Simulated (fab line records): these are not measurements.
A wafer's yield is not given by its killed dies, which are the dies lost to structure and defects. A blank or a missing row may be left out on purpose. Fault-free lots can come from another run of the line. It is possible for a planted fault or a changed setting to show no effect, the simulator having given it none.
Which tool did it? / flow nand_harc / 13 lots, 39 wafers sampled, at 6 steps of a route of 1302

WHAT THE GAUGES READ, wafer by wafer
NHARC_P_ZERO_WELL_CD_MEAS_52: target cd 2000 nm. Usual: 1999.8 nm for cd_nm, sd 1.3.
lot=L415; measured=day 2 11:51; on=cd_sem-02; cd_nm (nm)=2000.5 2001.3 2000.6; flag=
lot=L416; measured=day 2 21:41; on=cd_sem-03; cd_nm (nm)=2000.7 2000.4 1999.9; flag=
lot=L418; measured=day 3 17:51; on=cd_sem-01; cd_nm (nm)=1997.9 1997.2 1998.2; flag=
lot=L419; measured=day 4 03:52; on=cd_sem-02; cd_nm (nm)=1998.9 2000.4 1997.5; flag=
lot=L422; measured=day 5 09:53; on=cd_sem-02; cd_nm (nm)=1997.5 1998.7 1997.1; flag=
lot=L423; measured=day 5 19:49; on=cd_sem-01; cd_nm (nm)=1995.8 1998.1 1997.4; flag=
lot=L424; measured=day 6 05:44; on=cd_sem-01; cd_nm (nm)=2001.2 2000.0 2000.1; flag=
lot=L425; measured=day 6 15:38; on=cd_sem-02; cd_nm (nm)=1999.5 2000.1 1999.9; flag=
lot=L426; measured=day 7 01:46; on=cd_sem-03; cd_nm (nm)=2001.2 2000.3 2001.7; flag=
lot=L427; measured=day 7 11:51; on=cd_sem-02; cd_nm (nm)=1999.1 2000.1 2001.7; flag=
lot=L431; measured=day 9 03:41; on=cd_sem-01; cd_nm (nm)=1999.0 1998.7 1998.2; flag=
lot=L436; measured=day 11 05:56; on=cd_sem-01; cd_nm (nm)=2000.0 1998.7 2002.1; flag=
lot=L437; measured=day 11 15:55; on=cd_sem-02; cd_nm (nm)=2000.6 1999.4 1998.4; flag=

NHARC_P_STI_INSPECT_11. Usual: 4.9 for raw_defect_count, sd 2.9.
lot=L415; measured=day 3 09:46; on=defect_inspect-02; raw_defect_count=8 12 7; flag=
lot=L416; measured=day 3 21:12; on=defect_inspect-02; raw_defect_count=5 3 2; flag=
lot=L418; measured=day 4 11:56; on=defect_inspect-02; raw_defect_count=3 5 2; flag=
lot=L419; measured=day 5 01:08; on=defect_inspect-02; raw_defect_count=3 7 3; flag=
lot=L422; measured=day 6 04:27; on=defect_inspect-02; raw_defect_count=8 6 4; flag=
lot=L423; measured=day 6 12:49; on=defect_inspect-02; raw_defect_count=2 4 2; flag=
lot=L424; measured=day 6 23:39; on=defect_inspect-02; raw_defect_count=6 8 8; flag=
lot=L425; measured=day 7 08:41; on=defect_inspect-01; raw_defect_count=5 6 0; flag=
lot=L426; measured=day 7 20:23; on=defect_inspect-01; raw_defect_count=6 2 0; flag=
lot=L427; measured=day 8 06:37; on=defect_inspect-02; raw_defect_count=6 5 4; flag=
lot=L431; measured=day 9 23:19; on=defect_inspect-02; raw_defect_count=1 5 4; flag=
lot=L436; measured=day 11 23:55; on=defect_inspect-01; raw_defect_count=794 801 795; flag=OFF
lot=L437; measured=day 12 10:01; on=defect_inspect-01; raw_defect_count=785 833 807; flag=OFF

NHARC_P_STI_OCD_MEAS_17. Usual: trench_depth_nm 301.0 nm, standard deviation 2.9; trench_foot_cd_nm 158.1 nm, standard deviation 2.
lot=L415; measured=day 3 10:25; on=ocd-01; trench_depth_nm (nm)=299.7 298.9 301.2; trench_foot_cd_nm (nm)=158.2 160.6 157.6; flag=
lot=L416; measured=day 3 21:52; on=ocd-01; trench_depth_nm (nm)=302.2 302.2 301.3; trench_foot_cd_nm (nm)=157.4 157.7 154.9; flag=
lot=L418; measured=day 4 12:36; on=ocd-01; trench_depth_nm (nm)=301.8 299.3 304.3; trench_foot_cd_nm (nm)=160.9 162.5 158.9; flag=
lot=L419; measured=day 5 01:48; on=ocd-01; trench_depth_nm (nm)=296.5 294.0 296.9; trench_foot_cd_nm (nm)=158.3 158.5 158.0; flag=
lot=L422; measured=day 6 05:07; on=ocd-02; trench_depth_nm (nm)=301.1 303.2 302.3; trench_foot_cd_nm (nm)=157.8 158.4 158.6; flag=
lot=L423; measured=day 6 13:29; on=ocd-01; trench_depth_nm (nm)=310.1 306.8 302.9; trench_foot_cd_nm (nm)=156.4 154.7 156.6; flag=
lot=L424; measured=day 7 00:19; on=ocd-01; trench_depth_nm (nm)=302.6 305.7 305.8; trench_foot_cd_nm (nm)=160.6 157.7 158.3; flag=
lot=L425; measured=day 7 09:22; on=ocd-01; trench_depth_nm (nm)=301.5 302.5 301.8; trench_foot_cd_nm (nm)=158.3 156.6 155.9; flag=
lot=L426; measured=day 7 21:02; on=ocd-01; trench_depth_nm (nm)=299.9 302.8 298.8; trench_foot_cd_nm (nm)=158.3 157.6 155.9; flag=
lot=L427; measured=day 8 07:16; on=ocd-01; trench_depth_nm (nm)=300.6 298.6 298.1; trench_foot_cd_nm (nm)=158.6 155.6 158.6; flag=
lot=L431; measured=day 10 00:00; on=ocd-01; trench_depth_nm (nm)=301.5 301.6 300.9; trench_foot_cd_nm (nm)=163.1 158.8 159.7; flag=
lot=L436; measured=day 12 00:34; on=ocd-01; trench_depth_nm (nm)=302.9 302.7 302.3; trench_foot_cd_nm (nm)=157.5 154.6 156.5; flag=
lot=L437; measured=day 12 10:40; on=ocd-02; trench_depth_nm (nm)=305.4 304.6 299.0; trench_foot_cd_nm (nm)=158.9 157.8 159.3; flag=

NHARC_END_SORT_01. Usual: killed_at_array 50, standard deviation 18; killed_at_other 0.8, standard deviation 1.1; killed_at_periphery 4.1, standard deviation 2.9; killed_dies 55, standard deviation 18; killed_open 3.5, standard deviation 1.9; killed_short 2.4, standard deviation 1.5.
lot=L436; measured=day 33 21:45; on=prober-02; killed_at_array=23 32 27; killed_at_other=0 0 0; killed_at_periphery=58 97 100; killed_dies=81 129 127; killed_open=2 2 4; killed_short=1 2 3; flag=OFF
lot=L437; measured=day 34 10:21; on=prober-02; killed_at_array=35 35 34; killed_at_other=1 2 1; killed_at_periphery=29 62 79; killed_dies=65 99 114; killed_open=7 3 2; killed_short=1 2 4; flag=OFF

TOOL THAT RAN EACH LOT (tool first, then ch and the chambers of the sampled wafers, then the start)
lot=L415; NHARC_P_STI_ETCH_26=wet_bench-05 ch 3,4,7, day 2 13:43; NHARC_P_STI_ETCH_15=rie_si-03 ch 0,1,2, day 3 10:11
lot=L416; NHARC_P_STI_ETCH_26=wet_bench-09 ch 1,3,4, day 2 23:36; NHARC_P_STI_ETCH_15=rie_si-01 ch 0,1,3, day 3 21:38
lot=L418; NHARC_P_STI_ETCH_26=wet_bench-05 ch 2,3,6, day 3 19:44; NHARC_P_STI_ETCH_15=rie_si-01 ch 1,2,3, day 4 12:21
lot=L419; NHARC_P_STI_ETCH_26=wet_bench-05 ch 5,6,7, day 4 05:45; NHARC_P_STI_ETCH_15=rie_si-04 ch 1,2,3, day 5 01:32
lot=L422; NHARC_P_STI_ETCH_26=wet_bench-05 ch 0,2,7, day 5 11:49; NHARC_P_STI_ETCH_15=rie_si-01 ch 0,2,3, day 6 04:53
lot=L423; NHARC_P_STI_ETCH_26=wet_bench-05 ch 1,2,6, day 5 21:41; NHARC_P_STI_ETCH_15=rie_si-01 ch 0,1,2, day 6 13:16
lot=L424; NHARC_P_STI_ETCH_26=wet_bench-05 ch 0,1,4, day 6 07:36; NHARC_P_STI_ETCH_15=rie_si-01 ch 2,3, day 7 00:05
lot=L425; NHARC_P_STI_ETCH_26=wet_bench-09 ch 2,3,7, day 6 18:12; NHARC_P_STI_ETCH_15=rie_si-03 ch 1,3, day 7 09:05
lot=L426; NHARC_P_STI_ETCH_26=wet_bench-09 ch 2,5,6, day 7 03:38; NHARC_P_STI_ETCH_15=rie_si-03 ch 2,3, day 7 20:48
lot=L427; NHARC_P_STI_ETCH_26=wet_bench-09 ch 5,6,7, day 7 13:44; NHARC_P_STI_ETCH_15=rie_si-04 ch 0,1,3, day 8 07:03
lot=L431; NHARC_P_STI_ETCH_26=wet_bench-05 ch 0,1,5, day 9 05:33; NHARC_P_STI_ETCH_15=rie_si-01 ch 0,1, day 9 23:45
lot=L436; NHARC_P_STI_ETCH_26=wet_bench-05 ch 0,2,3, day 11 07:49; NHARC_P_STI_ETCH_15=rie_si-03 ch 0,2,3, day 12 00:21
lot=L437; NHARC_P_STI_ETCH_26=wet_bench-05 ch 0,1,4, day 11 17:47; NHARC_P_STI_ETCH_15=rie_si-01 ch 0,1,2, day 12 10:26
- NHARC_P_STI_ETCH_26: etches SiO2 in dHF, target depth 11 nm.
- NHARC_P_STI_ETCH_15: etches the open film in HBr/Cl2, target depth 300 nm, time 100.1 s.

AS READ BY THE TOOLS THEMSELVES (means over the sampled wafers that have a number; for cases with no such wafer, the mark the record gives instead)
NHARC_P_STI_ETCH_15. Usual: drypump_motor_current_A 5.7 A, standard deviation 0.45; hbr_flow_sccm 150.0 sccm, standard deviation 0.52; oes_product_au 1.001 a.u., standard deviation 0.0073; throttle_valve_pct 26.405 %, standard deviation 0.0092.
lot=L415; tool=rie_si-03; drypump_motor_current_A (A)=5.8; hbr_flow_sccm (sccm)=149.5; oes_product_au (a.u.)=0.998; throttle_valve_pct (%)=26.412; flag=
lot=L416; tool=rie_si-01; drypump_motor_current_A (A)=5.6; hbr_flow_sccm (sccm)=149.8; oes_product_au (a.u.)=1.004; throttle_valve_pct (%)=26.403; flag=
lot=L418; tool=rie_si-01; drypump_motor_current_A (A)=5.5; hbr_flow_sccm (sccm)=150.1; oes_product_au (a.u.)=1.007; throttle_valve_pct (%)=26.400; flag=
lot=L419; tool=rie_si-04; drypump_motor_current_A (A)=5.5; hbr_flow_sccm (sccm)=150.1; oes_product_au (a.u.)=0.990; throttle_valve_pct (%)=26.401; flag=
lot=L422; tool=rie_si-01; drypump_motor_current_A (A)=5.3; hbr_flow_sccm (sccm)=150.4; oes_product_au (a.u.)=1.003; throttle_valve_pct (%)=26.406; flag=
lot=L423; tool=rie_si-01; drypump_motor_current_A (A)=5.8; hbr_flow_sccm (sccm)=150.2; oes_product_au (a.u.)=1.010; throttle_valve_pct (%)=26.410; flag=
lot=L424; tool=rie_si-01; drypump_motor_current_A (A)=5.2; hbr_flow_sccm (sccm)=150.0; oes_product_au (a.u.)=1.012; throttle_valve_pct (%)=26.403; flag=
lot=L425; tool=rie_si-03; drypump_motor_current_A (A)=5.7; hbr_flow_sccm (sccm)=149.4; oes_product_au (a.u.)=1.005; throttle_valve_pct (%)=26.404; flag=
lot=L426; tool=rie_si-03; drypump_motor_current_A (A)=5.8; hbr_flow_sccm (sccm)=150.1; oes_product_au (a.u.)=1.000; throttle_valve_pct (%)=26.391; flag=
lot=L427; tool=rie_si-04; drypump_motor_current_A (A)=5.9; hbr_flow_sccm (sccm)=149.7; oes_product_au (a.u.)=0.998; throttle_valve_pct (%)=26.399; flag=
lot=L431; tool=rie_si-01; drypump_motor_current_A (A)=6.1; hbr_flow_sccm (sccm)=149.8; oes_product_au (a.u.)=1.004; throttle_valve_pct (%)=26.399; flag=
lot=L436; tool=rie_si-03; drypump_motor_current_A (A)=5.8; hbr_flow_sccm (sccm)=150.4; oes_product_au (a.u.)=1.006; throttle_valve_pct (%)=26.410; flag=
lot=L437; tool=rie_si-01; drypump_motor_current_A (A)=5.8; hbr_flow_sccm (sccm)=150.8; oes_product_au (a.u.)=1.001; throttle_valve_pct (%)=26.408; flag=

THE ANSWER, worked out from the rows above alone
Rule: take the mean of a lot's wafers that have a number; if it is more than 3 standard deviations from the usual mean, the lot is off. A lot without any number at a reading at which 4 lots or more have one is off too. All remaining lots with rows at the step are treated as sound. After the gauges, taken in route order, come the tools' own readings; for these a lot's mean is taken, as printed above. The first step at which some lot is off is used, and at that step the reading that is off furthest; a lot without a number counts as furthest.
Off: L436, L437 (NHARC_P_STI_INSPECT_11, raw_defect_count).
If a tool, at a process step before that reading, ran all the lots that are off and no sound lot after the first of them, it fits. Not tried: the gauges at NHARC_P_STI_INSPECT_11; whatever is off there is also off at NHARC_END_SORT_01, on other tools, and gauge error can't account for it. One candidate fits, namely wet_bench-05 at NHARC_P_STI_ETCH_26. Its last sound lot is L431 (day 9 05:33), its first lot that is off L436 (day 11 07:49): a fault that began between those two fits.

WHAT THE SIMULATOR HAD PUT IN
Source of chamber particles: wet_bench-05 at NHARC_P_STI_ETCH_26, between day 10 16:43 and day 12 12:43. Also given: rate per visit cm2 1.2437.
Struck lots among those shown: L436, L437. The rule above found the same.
